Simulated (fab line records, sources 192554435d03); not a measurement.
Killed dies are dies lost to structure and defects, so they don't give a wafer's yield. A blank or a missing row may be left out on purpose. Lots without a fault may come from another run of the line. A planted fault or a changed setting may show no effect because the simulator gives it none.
A struck lot beside a sound one | flow n5_finfet | 37 steps out of a route of 1938
Sound: wafers L178.3, L178.5, L178.6. Struck: wafers L185.1, L185.4, L185.5. The cause comes at the end.
At each step with rows: each side's tool, then ch and its chambers, then its first start. Under that, the readings that differ: sound wafers | struck wafers | difference of the means | sigmas: that difference in standard deviations of wafers without a fault.
alike: readings whose means differ by less than 2 such deviations, and words and numbers that are the same on both sides. not compared: withheld readings, readings that some wafer has no value for, bounds like >300 that may hide the same value, and numbers for which the record gives no deviation and whose values overlap.
The two part at a step that has a row with sigmas, a row that says differs or no value, or rows on one side only. Numbers that don't overlap but have no deviation are shown without sigmas and don't part them. A reading that every wafer of one side lacks parts them only if that side has two wafers or more.

first, 9 steps without rows for these wafers: N5_BEOL_M4_ANNEAL_95 (time 240 s); N5_BEOL_M4_SPUTTER_96 (material Cu, target thk 4.5 nm, time 8.29 s); N5_BEOL_M4_ECD_50 (material Cu, target thk 300 nm); N5_BEOL_M4_ANNEAL_51 (time 90 s); N5_BEOL_M4_CMP_52 (polishes, stops on SiOC, t overpolish 6.8 s, target thk 40 nm); N5_BEOL_M4_PRE_CLEAN_60 (time 15 s); N5_BEOL_M4_CO_CAP_55 (material Co, precursor CCTBA/H2, target thk 2 nm, time 102.1 s); N5_BEOL_M4_PRE_CLEAN_56 (time 15 s); N5_BEOL_M4_DEP_57 (deposits SiCN from 3MS/NH3, target thk 8 nm, time 14 s).
N5_BEOL_M4_RC_MEAS_101:
  sound on prober-01 ch 0, day 8 10:14; struck on prober-01 ch 0, day 9 21:38
  reading       | sound          | struck         | difference | sigmas
  DIBL_N (mV/V) | 39.6 38.6 36.4 | 35.2 36.0 34.1 | -3.1       | -2
  alike: DIBL_P, IOFF_N, IOFF_P, ION_N, ION_P, SS_N, SS_P, VT_N, VT_P
then, 24 steps without rows for these wafers: N5_BEOL_M5_ILD_DEP_00 (deposits SiCOH lowk from DEMS/porogen, target thk 140.64 nm, time 25.9 s); N5_BEOL_M5_CURE_79 (cures SiCOH lowk, time 240 s); N5_BEOL_M5_PECVD_70 (deposits SiO2 from TEOS/O2, target thk 16 nm, time 18 s); N5_BEOL_M5_HM_DEP_02 (deposits TiN, target thk 20 nm); N5_BEOL_M5_COAT_59 (time 60 s, resist thk 60 nm); N5_BEOL_M5_COAT_60 (time 60 s, resist thk 12 nm); N5_BEOL_M5_COAT_71 (time 60 s, resist thk 5 nm); N5_BEOL_M5_COAT_05 (resist thk 30 nm); N5_BEOL_M5_EBR_07; N5_BEOL_M5_SOFTBAKE_06 (time 60 s); N5_BEOL_M5_EXPOSE_08 (exposes mask M5, target cd 28 nm); N5_BEOL_M5_PEB_09 (peb time 60 s); N5_BEOL_M5_DEVELOP_10 (develop time 30 s); N5_BEOL_M5_DESCUM_16 (chemistry O2, time 7 s); N5_BEOL_M5_ETCH_72 (etches underlayer in N2/H2, target depth 6.5 nm, time 5.2 s); N5_BEOL_M5_ETCH_61 (etches SiARC in CF4, target depth 15.6 nm, time 26 s); N5_BEOL_M5_ETCH_62 (etches SOC in N2/H2, target depth 75 nm, overetch 15 nm, time 112.5 s); N5_BEOL_M5_STRIP_63 (strips in N2/H2); N5_BEOL_M5_STRIP_73 (strips in N2/H2); N5_BEOL_M5_STRIP_64 (strips in CF4); N5_BEOL_M5_HM_OPEN_17 (chemistry Cl2/BCl3, target TiN, target depth 20 nm, overetch 6 nm); N5_BEOL_M5_STRIP_19 (strips in O2); N5_BEOL_M5_COAT_65 (time 60 s, resist thk 60 nm); N5_BEOL_M5_COAT_66 (time 60 s, resist thk 12 nm).
-- the record jumps here: 3 days lie between the struck wafers' starts before and after (it left off in module BEOL_M5 and takes up again in module BEOL_M13, whose first step shown is number 1676 of the route) --
N5_BEOL_M13_STRIP_64: strips in N2/H2.
  sound on plasma_asher-02 ch 0,1, day 11 06:26; struck on plasma_asher-01 ch 0,1, day 12 13:46
  no value came back on the struck wafers for any of 6 readings (drypump_motor_current_A (A), h2_flow_sccm (sccm) and others); on the sound wafers drypump_motor_current_A (A) reads 6.09 5.91 6.13
  reading                                    | sound | struck         | difference | sigmas
  model.BARC_of_BEOL_M13_COAT_58.thk_nm (nm) | 0 0 0 | 89.2 89.2 89.2 | +89.2      |
N5_BEOL_M13_ETCH_38: etches SiCN in CF4/N2, target depth 67.5 nm, time 71.9 s.
  sound on rie_diel-05 ch 0,1, day 11 07:58; struck on rie_diel-05 ch 0,3, day 12 23:23
  reading                                    | sound | struck         | difference | sigmas
  model.BARC_of_BEOL_M13_COAT_58.thk_nm (nm) | 0 0 0 | 32.2 32.2 32.4 | +32.3      |
  alike: drypump_motor_current_A, oes_product_au, rf_vpp_V, showerhead_plenum_p_Torr, throttle_valve_pct
  not compared: rf_hours_counter_h
N5_PASSIVATION_PROBE_49:
  the record has rows for the struck wafers here (prober-01, day 14 06:38) and none for the sound ones

WHERE THEY PART
First at N5_BEOL_M4_RC_MEAS_101; last, within this record, at N5_PASSIVATION_PROBE_49.

WHY: what the simulator had put in
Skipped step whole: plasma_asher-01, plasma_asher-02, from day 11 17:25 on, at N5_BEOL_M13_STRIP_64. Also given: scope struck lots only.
